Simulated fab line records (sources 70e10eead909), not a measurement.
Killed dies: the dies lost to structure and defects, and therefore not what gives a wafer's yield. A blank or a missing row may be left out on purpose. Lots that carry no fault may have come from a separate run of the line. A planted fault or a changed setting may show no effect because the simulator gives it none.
The tool behind it: which one? :: flow nand-harc :: 36 wafers from 12 lots sampled at 4 of the route's 1302 steps

WHAT THE GAUGES SHOWED, per wafer
The record lacks any reading of a measuring or inspecting step that a usual standard deviation could be used to judge.

TOOL THAT RAN EACH LOT (tool first, then ch and the chambers of the sampled wafers, then the start)
lot: L850
NHARC_A_CHANNEL_HOLE_D1_ETCH_25: har-etch-02 ch 0, day 8 20:45
NHARC_A_CHANNEL_HOLE_D1_STRIP_27: rie-diel-06 ch 0,1, day 8 23:54 or earlier
NHARC_A_CHANNEL_FILL_D1_ALD_02: ald-hk-02 ch 0,2,3, day 8 23:54
NHARC_A_CHANNEL_FILL_D1_ETCHBACK_20: rie-diel-01 ch 0,2, day 10 01:26

lot: L851
NHARC_A_CHANNEL_HOLE_D1_ETCH_25: har-etch-02 ch 0,1, day 9 14:52
NHARC_A_CHANNEL_HOLE_D1_STRIP_27: rie-diel-06 ch 0,1,2, day 9 17:52 or earlier
NHARC_A_CHANNEL_FILL_D1_ALD_02: ald-hk-02 ch 0,1,3, day 9 17:52
NHARC_A_CHANNEL_FILL_D1_ETCHBACK_20: rie-diel-03 ch 0,2,3, day 10 21:26

lot: L853
NHARC_A_CHANNEL_HOLE_D1_ETCH_25: har-etch-01 ch 0, day 10 09:03
NHARC_A_CHANNEL_HOLE_D1_STRIP_27: rie-diel-06 ch 0,1,3, day 10 11:59 or earlier
NHARC_A_CHANNEL_FILL_D1_ALD_02: ald-hk-02 ch 2,3, day 10 11:59
NHARC_A_CHANNEL_FILL_D1_ETCHBACK_20: rie-diel-03 ch 0,1, day 11 12:10

lot: L855
NHARC_A_CHANNEL_HOLE_D1_ETCH_25: har-etch-02 ch 0,1, day 11 06:04
NHARC_A_CHANNEL_HOLE_D1_STRIP_27: rie-diel-06 ch 1,2,3, day 11 10:11 or earlier
NHARC_A_CHANNEL_FILL_D1_ALD_02: ald-hk-04 ch 1,2, day 11 10:11
NHARC_A_CHANNEL_FILL_D1_ETCHBACK_20: rie-diel-08 ch 0,2, day 12 10:49

lot: L856
NHARC_A_CHANNEL_HOLE_D1_ETCH_25: har-etch-02 ch 0,1, day 11 17:01
NHARC_A_CHANNEL_HOLE_D1_STRIP_27: rie-diel-06 ch 0,1,3, day 11 19:59 or earlier
NHARC_A_CHANNEL_FILL_D1_ALD_02: ald-hk-03 ch 0,2,3, day 11 19:59
NHARC_A_CHANNEL_FILL_D1_ETCHBACK_20: rie-diel-08 ch 1,2,3, day 12 21:15

lot: L857
NHARC_A_CHANNEL_HOLE_D1_ETCH_25: har-etch-01 ch 0,1, day 12 00:31
NHARC_A_CHANNEL_HOLE_D1_STRIP_27: rie-diel-05 ch 0,1,2, day 12 03:32 or earlier
NHARC_A_CHANNEL_FILL_D1_ALD_02: ald-hk-04 ch 0,2,3, day 12 03:32
NHARC_A_CHANNEL_FILL_D1_ETCHBACK_20: rie-diel-01 ch 1,2,3, day 13 04:42

lot: L859
NHARC_A_CHANNEL_HOLE_D1_ETCH_25: har-etch-02 ch 0,1, day 13 02:23
NHARC_A_CHANNEL_HOLE_D1_STRIP_27: rie-diel-06 ch 0,1, day 13 05:37 or earlier
NHARC_A_CHANNEL_FILL_D1_ALD_02: ald-hk-02 ch 0,2,3, day 13 05:37
NHARC_A_CHANNEL_FILL_D1_ETCHBACK_20: rie-diel-08 ch 0,1, day 14 05:38

lot: L861
NHARC_A_CHANNEL_HOLE_D1_ETCH_25: har-etch-02 ch 0,1, day 14 04:37
NHARC_A_CHANNEL_HOLE_D1_STRIP_27: rie-diel-06 ch 0,1,2, day 14 07:29 or earlier
NHARC_A_CHANNEL_FILL_D1_ALD_02: ald-hk-03 ch 2,3, day 14 07:29
NHARC_A_CHANNEL_FILL_D1_ETCHBACK_20: rie-diel-03 ch 0,1,2, day 15 07:40

lot: L864
NHARC_A_CHANNEL_HOLE_D1_ETCH_25: har-etch-02 ch 0,1, day 15 05:27
NHARC_A_CHANNEL_HOLE_D1_STRIP_27: rie-diel-06 ch 0,2,3, day 15 08:19 or earlier
NHARC_A_CHANNEL_FILL_D1_ALD_02: ald-hk-02 ch 0,2,3, day 15 08:19
NHARC_A_CHANNEL_FILL_D1_ETCHBACK_20: rie-diel-03 ch 0,1,2, day 16 08:40

lot: L868
NHARC_A_CHANNEL_HOLE_D1_ETCH_25: har-etch-01 ch 0,1, day 16 20:20
NHARC_A_CHANNEL_HOLE_D1_STRIP_27: rie-diel-06 ch 1,2, day 16 23:08 or earlier
NHARC_A_CHANNEL_FILL_D1_ALD_02: ald-hk-04 ch 0,2,3, day 16 23:08
NHARC_A_CHANNEL_FILL_D1_ETCHBACK_20: rie-diel-03 ch 1,2,3, day 18 00:19

lot: L871
NHARC_A_CHANNEL_HOLE_D1_ETCH_25: har-etch-01 ch 0,1, day 17 21:57
NHARC_A_CHANNEL_HOLE_D1_STRIP_27: rie-diel-06 ch 0,2,3, day 18 01:10 or earlier
NHARC_A_CHANNEL_FILL_D1_ALD_02: ald-hk-02 ch 0,1, day 18 01:10
NHARC_A_CHANNEL_FILL_D1_ETCHBACK_20: rie-diel-08 ch 2,3, day 18 23:46

lot: L872
NHARC_A_CHANNEL_HOLE_D1_ETCH_25: har-etch-01 ch 0, day 18 02:08
NHARC_A_CHANNEL_HOLE_D1_STRIP_27: rie-diel-06 ch 0,3, day 18 05:19 or earlier
NHARC_A_CHANNEL_FILL_D1_ALD_02: ald-hk-03 ch 0,1,3, day 18 05:19
NHARC_A_CHANNEL_FILL_D1_ETCHBACK_20: rie-diel-03 ch 0,1,2, day 19 06:44
- NHARC_A_CHANNEL_HOLE_D1_ETCH_25: etches the open film in C4F8/O2/Ar, time 1040.2 s, target depth 1500 nm.
- NHARC_A_CHANNEL_HOLE_D1_STRIP_27: strips in O2.
- NHARC_A_CHANNEL_FILL_D1_ALD_02: deposits SiO2, target thk 6 nm, pulse time 10 s, ald cycles 60.
- NHARC_A_CHANNEL_FILL_D1_ETCHBACK_20: etches the open film in C4F8/O2/Ar, target depth 27 nm, time 13.5 s.

AS READ BY THE TOOLS THEMSELVES (means over the sampled wafers that have a number; for cases with no such wafer, the mark the record gives instead)
NHARC_A_CHANNEL_HOLE_D1_ETCH_25. Usual: drypump-motor-current-A 5.5 A, standard deviation 0.42; showerhead-plenum-p-Torr 3.62 Torr, standard deviation 0.11; throttle-valve-pct 32.235 %, standard deviation 0.0092.
lot: L850
tool: har-etch-02
drypump-motor-current-A (A): 5.9
showerhead-plenum-p-Torr (Torr): 3.77
throttle-valve-pct (%): 32.233
flag: 

lot: L851
tool: har-etch-02
drypump-motor-current-A (A): 5.2
showerhead-plenum-p-Torr (Torr): 3.61
throttle-valve-pct (%): 32.233
flag: 

lot: L853
tool: har-etch-01
drypump-motor-current-A (A): 5.3
showerhead-plenum-p-Torr (Torr): 3.54
throttle-valve-pct (%): 32.230
flag: 

lot: L855
tool: har-etch-02
drypump-motor-current-A (A): 5.2
showerhead-plenum-p-Torr (Torr): 3.59
throttle-valve-pct (%): 32.226
flag: 

lot: L856
tool: har-etch-02
drypump-motor-current-A (A): 5.2
showerhead-plenum-p-Torr (Torr): 3.59
throttle-valve-pct (%): 32.234
flag: 

lot: L857
tool: har-etch-01
drypump-motor-current-A (A): 5.7
showerhead-plenum-p-Torr (Torr): 3.64
throttle-valve-pct (%): 32.232
flag: 

lot: L859
tool: har-etch-02
drypump-motor-current-A (A): 5.3
showerhead-plenum-p-Torr (Torr): 3.58
throttle-valve-pct (%): 32.240
flag: 

lot: L861
tool: har-etch-02
drypump-motor-current-A (A): 5.6
showerhead-plenum-p-Torr (Torr): 3.65
throttle-valve-pct (%): 32.239
flag: 

lot: L864
tool: har-etch-02
drypump-motor-current-A (A): 5.6
showerhead-plenum-p-Torr (Torr): 3.64
throttle-valve-pct (%): 32.233
flag: 

lot: L868
tool: har-etch-01
drypump-motor-current-A (A): 5.7
showerhead-plenum-p-Torr (Torr): 3.61
throttle-valve-pct (%): 32.225
flag: 

lot: L871
tool: har-etch-01
drypump-motor-current-A (A): 5.7
showerhead-plenum-p-Torr (Torr): 3.60
throttle-valve-pct (%): 32.241
flag: 

lot: L872
tool: har-etch-01
drypump-motor-current-A (A): 5.3
showerhead-plenum-p-Torr (Torr): 3.48
throttle-valve-pct (%): 32.232
flag: 

NHARC_A_CHANNEL_HOLE_D1_STRIP_27. Usual: drypump-motor-current-A 5.9 A, standard deviation 0.49; oes-product-au 0.996 a.u., standard deviation 0.011; rf-vpp-V 57.8 V, standard deviation 0.87; showerhead-plenum-p-Torr 3.53 Torr, standard deviation 0.12; throttle-valve-pct 17.038 %, standard deviation 0.0086.
lot: L850
tool: rie-diel-06
drypump-motor-current-A (A): 5.8
oes-product-au (a.u.): 1.002
rf-vpp-V (V): 57.5
showerhead-plenum-p-Torr (Torr): 3.65
throttle-valve-pct (%): 17.030
flag: 

lot: L851
tool: rie-diel-06
drypump-motor-current-A (A): 6.1
oes-product-au (a.u.): 1.002
rf-vpp-V (V): 57.6
showerhead-plenum-p-Torr (Torr): 3.55
throttle-valve-pct (%): 17.044
flag: 

lot: L853
tool: rie-diel-06
drypump-motor-current-A (A): 5.8
oes-product-au (a.u.): 1.004
rf-vpp-V (V): 57.6
showerhead-plenum-p-Torr (Torr): 3.59
throttle-valve-pct (%): 17.026
flag: 

lot: L855
tool: rie-diel-06
drypump-motor-current-A (A): 6.1
oes-product-au (a.u.): 1.000
rf-vpp-V (V): 57.7
showerhead-plenum-p-Torr (Torr): 3.52
throttle-valve-pct (%): 17.039
flag: 

lot: L856
tool: rie-diel-06
drypump-motor-current-A (A): 5.8
oes-product-au (a.u.): 1.007
rf-vpp-V (V): 58.2
showerhead-plenum-p-Torr (Torr): 3.59
throttle-valve-pct (%): 17.043
flag: 

lot: L857
tool: rie-diel-05
drypump-motor-current-A (A): 5.8
oes-product-au (a.u.): 1.003
rf-vpp-V (V): 58.1
showerhead-plenum-p-Torr (Torr): 3.51
throttle-valve-pct (%): 17.037
flag: 

lot: L859
tool: rie-diel-06
drypump-motor-current-A (A): 5.8
oes-product-au (a.u.): 1.002
rf-vpp-V (V): 58.1
showerhead-plenum-p-Torr (Torr): 3.65
throttle-valve-pct (%): 17.033
flag: 

lot: L861
tool: rie-diel-06
drypump-motor-current-A (A): 6.1
oes-product-au (a.u.): 0.992
rf-vpp-V (V): 57.0
showerhead-plenum-p-Torr (Torr): 3.55
throttle-valve-pct (%): 17.036
flag: 

lot: L864
tool: rie-diel-06
drypump-motor-current-A (A): 6.2
oes-product-au (a.u.): 0.984
rf-vpp-V (V): 57.1
showerhead-plenum-p-Torr (Torr): 3.48
throttle-valve-pct (%): 17.037
flag: 

lot: L868
tool: rie-diel-06
drypump-motor-current-A (A): 6.0
oes-product-au (a.u.): 0.994
rf-vpp-V (V): 58.5
showerhead-plenum-p-Torr (Torr): 3.57
throttle-valve-pct (%): 17.036
flag: 

lot: L871
tool: rie-diel-06
drypump-motor-current-A (A): 6.2
oes-product-au (a.u.): 0.987
rf-vpp-V (V): 57.9
showerhead-plenum-p-Torr (Torr): 3.48
throttle-valve-pct (%): 17.039
flag: 

lot: L872
tool: rie-diel-06
drypump-motor-current-A (A): 5.9
oes-product-au (a.u.): 1.003
rf-vpp-V (V): 57.8
showerhead-plenum-p-Torr (Torr): 3.51
throttle-valve-pct (%): 17.037
flag: 

NHARC_A_CHANNEL_FILL_D1_ALD_02. Usual: heater-power-w 474 W, standard deviation 63; precursor-pulse-height-rel 0.999, standard deviation 0.021.
lot: L850
tool: ald-hk-02
heater-power-w (W): 512
precursor-pulse-height-rel: 0.973
flag: 

lot: L851
tool: ald-hk-02
heater-power-w (W): 455
precursor-pulse-height-rel: 1.006
flag: 

lot: L853
tool: ald-hk-02
heater-power-w (W): 576
precursor-pulse-height-rel: 1.006
flag: 

lot: L855
tool: ald-hk-04
heater-power-w (W): 404
precursor-pulse-height-rel: 1.000
flag: 

lot: L856
tool: ald-hk-03
heater-power-w (W): 442
precursor-pulse-height-rel: 0.992
flag: 

lot: L857
tool: ald-hk-04
heater-power-w (W): 461
precursor-pulse-height-rel: 0.994
flag: 

lot: L859
tool: ald-hk-02
heater-power-w (W): 505
precursor-pulse-height-rel: 1.009
flag: 

lot: L861
tool: ald-hk-03
heater-power-w (W): 478
precursor-pulse-height-rel: 1.004
flag: 

lot: L864
tool: ald-hk-02
heater-power-w (W): 514
precursor-pulse-height-rel: 1.035
flag: 

lot: L868
tool: ald-hk-04
heater-power-w (W): 461
precursor-pulse-height-rel: 1.015
flag: 

lot: L871
tool: ald-hk-02
heater-power-w (W): 421
precursor-pulse-height-rel: 1.004
flag: 

lot: L872
tool: ald-hk-03
heater-power-w (W): 457
precursor-pulse-height-rel: 0.984
flag: 

NHARC_A_CHANNEL_FILL_D1_ETCHBACK_20. Usual: oes-product-au 0.96 a.u., standard deviation 0.035; rf-fwd-power-W 587 W, standard deviation 3.1; rf-vpp-V 979 V, standard deviation 6.2.
lot: L850
tool: rie-diel-01
oes-product-au (a.u.): 1.02
rf-fwd-power-W (W): 586
rf-vpp-V (V): 983
flag: 

lot: L851
tool: rie-diel-03
oes-product-au (a.u.): 0.92
rf-fwd-power-W (W): 585
rf-vpp-V (V): 985
flag: 

lot: L853
tool: rie-diel-03
oes-product-au (a.u.): 1.00
rf-fwd-power-W (W): 587
rf-vpp-V (V): 978
flag: 

lot: L855
tool: rie-diel-08
oes-product-au (a.u.): 0.92
rf-fwd-power-W (W): 586
rf-vpp-V (V): 976
flag: 

lot: L856
tool: rie-diel-08
oes-product-au (a.u.): 0.92
rf-fwd-power-W (W): 588
rf-vpp-V (V): 973
flag: 

lot: L857
tool: rie-diel-01
oes-product-au (a.u.): 0.99
rf-fwd-power-W (W): 587
rf-vpp-V (V): 981
flag: 

lot: L859
tool: rie-diel-08
oes-product-au (a.u.): 0.93
rf-fwd-power-W (W): 592
rf-vpp-V (V): 969
flag: 

lot: L861
tool: rie-diel-03
oes-product-au (a.u.): 0.99
rf-fwd-power-W (W): 585
rf-vpp-V (V): 982
flag: 

lot: L864
tool: rie-diel-03
oes-product-au (a.u.): 0.98
rf-fwd-power-W (W): 585
rf-vpp-V (V): 982
flag: 

lot: L868
tool: rie-diel-03
oes-product-au (a.u.): 0.92
rf-fwd-power-W (W): 585
rf-vpp-V (V): 981
flag: 

lot: L871
tool: rie-diel-08
oes-product-au (a.u.): 0.98
rf-fwd-power-W (W): 585
rf-vpp-V (V): 976
flag: 

lot: L872
tool: rie-diel-03
oes-product-au (a.u.): 0.92
rf-fwd-power-W (W): 584
rf-vpp-V (V): 981
flag: 

THE ANSWER, worked out from the rows above alone
Rule: a lot is off if the mean of its wafers that have a number lies more than 3 standard deviations from the usual mean. A lot without any number at a reading at which 4 lots or more have one is off too. Any other lot the step has rows for is counted as sound. Order of review: gauges by route order, followed by the tools' own readings, for which a lot's mean as printed above is used. The first step at which some lot is off is used, and at that step the reading that is off furthest; a lot without a number counts as furthest.
No lot is off at any reading shown: from this, nothing can be told.

WHAT THE SIMULATOR PUT IN
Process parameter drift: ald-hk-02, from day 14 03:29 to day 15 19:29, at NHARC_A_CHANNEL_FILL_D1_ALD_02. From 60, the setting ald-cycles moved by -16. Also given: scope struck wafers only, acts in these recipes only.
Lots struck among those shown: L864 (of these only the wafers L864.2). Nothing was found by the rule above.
